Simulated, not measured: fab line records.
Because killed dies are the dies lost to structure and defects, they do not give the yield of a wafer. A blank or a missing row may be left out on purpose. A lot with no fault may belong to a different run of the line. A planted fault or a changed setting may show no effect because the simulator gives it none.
Comparing a struck lot with a sound one | flow nand_harc | 25 out of 1302 route steps
Sound: the wafers L431.2, L431.3, L431.4. Struck: wafers L425.1, L425.2, L425.3. At the end, the cause is stated.
Each step with rows lists, per side, the tool, then ch with its chambers, then its first start. Under that, the readings that differ: sound wafers | struck wafers | difference of the means | sigmas: that difference in standard deviations of wafers without a fault.
alike: readings with means less than 2 such deviations apart, plus words and numbers identical on both sides. not compared: withheld readings, readings lacking a value on some wafer, bounds such as >300 that could conceal the same value, and numbers that have no deviation in the record and whose values overlap.
The two part at a step that has a row with sigmas, a row that says differs or no value, or rows on one side only. When numbers do not overlap yet have no deviation, they are printed without sigmas and do not part them. Lack of a reading on every wafer of one side parts them only where that side has two or more wafers.

first, 5 steps without rows for these wafers: NHARC_A_SLIT_SOFTBAKE_04 (time 55 s); NHARC_A_SLIT_EBR_05; NHARC_A_SLIT_EXPOSE_06 (exposes mask SLIT); NHARC_A_SLIT_PEB_07 (peb time 65 s); NHARC_A_SLIT_DEVELOP_08 (develop time 35 s).
NHARC_A_SLIT_CD_MEAS_09: the cd target is 300 nm.
  sound on cd_sem-02 ch 0, day 26 01:01; struck on cd_sem-01 ch 0, day 23 22:08
  alike: cd_nm
NHARC_A_SLIT_OVL_MEAS_10:
  struck on overlay-02, day 23 22:14; sound on overlay-01, day 26 01:05
  alike: overlay_x_nm, overlay_y_nm
NHARC_A_SLIT_INSPECT_11:
  struck on defect_inspect-02, day 23 22:16; sound on defect_inspect-01, day 26 01:08
  alike: raw_defect_count
NHARC_A_SLIT_DESCUM_14: chemistry O2, time 3 s.
  sound on rie_diel-06 ch 0,2,3, day 26 01:44; struck on rie_diel-06 ch 1,2,3, day 23 22:19
  reading                | sound  | struck | difference | sigmas
  rf_hours_counter_h (h) | 9 6 10 | 2 5 5  | -4         |
  alike: drypump_motor_current_A, oes_product_au, rf_vpp_V, showerhead_plenum_p_Torr, throttle_valve_pct
NHARC_A_SLIT_ETCH_24: etches the open film in CF4/CHF3, target depth 121 nm, time 60.5 s.
  sound on rie_diel-06 ch 1,2,3, day 26 01:51; struck on rie_diel-06 ch 0,1,3, day 23 22:25
  reading                | sound | struck | difference | sigmas
  rf_hours_counter_h (h) | 9 6 9 | 5 5 5  | -3         |
  alike: bias_w, drypump_motor_current_A, oes_product_au, rf_vpp_V, showerhead_plenum_p_Torr, throttle_valve_pct
NHARC_A_SLIT_ETCH_15: etches the open film in O2/COS, target depth 6200 nm, time 1612 s.
  sound: rie_diel-06 ch 0,1,3; struck: rie_diel-06 ch 1,2,3
  reading                | sound   | struck | difference | sigmas
  rf_hours_counter_h (h) | 9 10 10 | 5 5 2  | -6         |
  alike: bias_w, drypump_motor_current_A, oes_product_au, rf_vpp_V, showerhead_plenum_p_Torr, throttle_valve_pct
NHARC_A_SLIT_ETCH_17: etches the open film in C4F8/O2/Ar, time 4254.5 s, target depth 20300 nm.
  sound on har_etch-01 ch 0,1, day 26 03:01; struck on har_etch-02 ch 0,1, day 24 00:49
  alike: drypump_motor_current_A, showerhead_plenum_p_Torr, throttle_valve_pct
  not compared: rf_hours_counter_h
NHARC_A_SLIT_ETCH_26: etches the open film in C4F8/O2/Ar, time 90 s, target depth 400 nm.
  sound on har_etch-01 ch 0,1, day 26 06:40; struck on har_etch-02 ch 0,1, day 24 04:26
  alike: drypump_motor_current_A, showerhead_plenum_p_Torr, throttle_valve_pct
  not compared: rf_hours_counter_h
then, 2 steps without rows for these wafers: NHARC_A_SLIT_STRIP_28 (strips in O2/COS); NHARC_A_SLIT_ETCH_29 (etches the open film in CF4/O2, target depth 100 nm, overetch 10 nm, time 55 s).
NHARC_A_SLIT_STRIP_18: strips in O2.
  sound: rie_diel-03 ch 0,1,2; struck: rie_diel-06 ch 0,1,2
  alike: drypump_motor_current_A, oes_product_au, rf_vpp_V, showerhead_plenum_p_Torr, throttle_valve_pct
  not compared: rf_hours_counter_h
then, 2 steps without rows for these wafers: NHARC_A_SLIT_PRECLEAN_19 (cleans in SC1); NHARC_A_SLIT_SRD_20.
NHARC_A_SLIT_CD_MEAS_21:
  struck on cd_sem-02, day 24 05:52; sound on cd_sem-03, day 26 08:06
  alike: cd_nm
then, 3 steps without rows for these wafers: NHARC_A_SIN_REMOVE_WET_00 (chemistry H3PO4, time 15300 s); NHARC_A_SIN_REMOVE_PRECLEAN_01 (cleans in SC1); NHARC_A_SIN_REMOVE_SRD_02.
NHARC_A_SIN_REMOVE_INSPECT_04:
  struck on defect_inspect-01, day 24 12:31; sound on defect_inspect-01, day 26 13:44
  reading          | sound       | struck      | difference | sigmas
  raw_defect_count | 318 335 332 | 640 673 634 | +321       | +5
then, 1 step without rows for these wafers: NHARC_A_WL_FILL_ALD_00 (deposits Al2O3, target thk 3 nm, pulse time 3 s, ald cycles 30).
-- record jumps: 4 days between struck wafers' starts before vs after; left off in module A_WL_FILL, resumes in module END, first step shown is number 1302 of the route --
NHARC_END_SORT_01:
  only the struck wafers appear in the record here, on prober-01 ch 0 at day 28 21:56; the sound ones have no rows

## WHERE THEY PART
Last at NHARC_END_SORT_01 as far as this record goes, first at NHARC_A_SIN_REMOVE_INSPECT_04.

WHY: what the simulator had put in
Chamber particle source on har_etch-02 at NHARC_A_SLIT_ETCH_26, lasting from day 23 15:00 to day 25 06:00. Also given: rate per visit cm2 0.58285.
